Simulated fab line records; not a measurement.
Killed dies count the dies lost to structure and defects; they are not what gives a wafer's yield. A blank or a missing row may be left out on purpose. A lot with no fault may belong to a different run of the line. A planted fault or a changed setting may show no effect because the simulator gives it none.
8D (eight disciplines) problem report, filled in by code / flow nand_harc / the parts of the form that need people (team, actions taken, sign-off) are left out

== 1. WHAT IS WRONG ==
oes_product_au at NHARC_A_STAIRCASE_TRIM_26 reads a mean of 0.827 a.u. on 2 wafers of 2 lots; wafers without a fault read 1.000 a.u. with a standard deviation of 0.0059. Measured from the usual mean, that is -29 standard deviations.
The step: chemistry O2, time 211.2 s.
Seen first at day 20 10:31 on rie_diel-05, wafer L408.2. The record holds 18 wafers of 6 lots with a number at this step. By rule, "out" or "out of limits" means more than 4 standard deviations away from the usual mean. The other wafers with a number count as sound.

== 2. WHAT THIS IS AND IS NOT ==
question=which readings at this step | is=oes_product_au | is not=drypump_motor_current_A, rf_vpp_V, showerhead_plenum_p_Torr, throttle_valve_pct
question=which lots | is=L408, L410 | is not=L398, L402, L418, L421
question=which wafers of those lots | is=L408.2, L410.4 | is not=L408.1, L408.3, L410.1, L410.2
question=read on which tools | is=rie_diel-05 | is not=rie_diel-02, rie_diel-04
question=when | is=from day 20 10:31 | is not=up to then (8 sound wafers); but 8 sound wafers of L410, L418, L421 came after

== 3. SUSPECTS, AND WHAT RULES EACH OUT ==
Counting: any tool at a process step up to the reading remains a suspect provided it ran every lot that is out. Sound lots after the first of them don't rule it out here, since some wafers of a struck lot are sound.
- rie_diel-05 at NHARC_A_STAIRCASE_ETCH_15 (etches the open film in C4F8/O2, target depth 100 nm, time 40.5 s): kept. It ran every lot that is out, first L408 (day 20 09:45). With no start given for some of its lots, NHARC_A_STAIRCASE_ETCH_15 uses the hours and lot order of NHARC_A_STAIRCASE_TRIM_20.
- rie_diel-05 at NHARC_A_STAIRCASE_TRIM_20 (chemistry O2, time 211.2 s): kept. It processed each lot that is out (first: L408, day 20 09:45); up to then, its last sound lot is L398 (day 16 12:28).
- rie_diel-05 at NHARC_A_STAIRCASE_ETCH_21 (etches the open film in C4F8/O2, target depth 100 nm, time 40.5 s): kept. It processed each lot that is out (first: L408, day 20 10:31); up to then, its last sound lot is L398 (day 16 13:11). With no start given for some of its lots, NHARC_A_STAIRCASE_ETCH_21 uses the hours and lot order of NHARC_A_STAIRCASE_TRIM_26.
- rie_diel-05 at NHARC_A_STAIRCASE_TRIM_22 (chemistry O2, time 211.2 s): kept. It processed each lot that is out (first: L408, day 20 10:31); up to then, its last sound lot is L398 (day 16 13:11). With no start given for some of its lots, NHARC_A_STAIRCASE_TRIM_22 uses the hours and lot order of NHARC_A_STAIRCASE_TRIM_26.
- rie_diel-05 at NHARC_A_STAIRCASE_TRIM_26 (chemistry O2, time 211.2 s): kept. It processed each lot that is out (first: L408, day 20 10:31); up to then, its last sound lot is L398 (day 16 13:11). Out on those wafers are its own readings of oes_product_au.
- Within rie_diel-05 at NHARC_A_STAIRCASE_ETCH_15: the wafers that are out ran in chamber 0; their sound lot-mates ran in chambers 1, 2, 3.
- Within rie_diel-05 at NHARC_A_STAIRCASE_TRIM_26: the wafers that are out ran in chamber 0; their sound lot-mates ran in chambers 2, 3.
Left after counting: rie_diel-05 at NHARC_A_STAIRCASE_ETCH_15, rie_diel-05 at NHARC_A_STAIRCASE_TRIM_20, rie_diel-05 at NHARC_A_STAIRCASE_ETCH_21, rie_diel-05 at NHARC_A_STAIRCASE_TRIM_22, rie_diel-05 at NHARC_A_STAIRCASE_TRIM_26.

== 4. THE CAUSE (what the simulator had put in) ==
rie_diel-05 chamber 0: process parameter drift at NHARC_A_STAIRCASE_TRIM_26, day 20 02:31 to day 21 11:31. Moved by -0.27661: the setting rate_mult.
5 suspects survive the count, and this tool is in that group.

== 5. THE EFFECT CHAIN, in route order ==
Each row: a reading where the mean over the struck wafers with a number is more than 3 standard deviations away from the usual. Scope: only readings with a usual standard deviation given in the record; hours: median across lots of the time from each lot's start at the first step in this table that gives one to its start at this step; sigmas: change in usual standard deviations.
hours=0; step=NHARC_A_STAIRCASE_TRIM_26; reading=oes_product_au; usual=1.000 a.u.; on struck wafers=0.827; change=-0.173; sigmas=-29
Process steps it contains:
- NHARC_A_STAIRCASE_TRIM_26: chemistry O2, time 211.2 s.

== 6. WHAT WOULD HAVE CAUGHT IT SOONER ==
First out-of-limits reading in this record: day 20 10:31, which is 8 hours after fault onset at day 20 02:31.
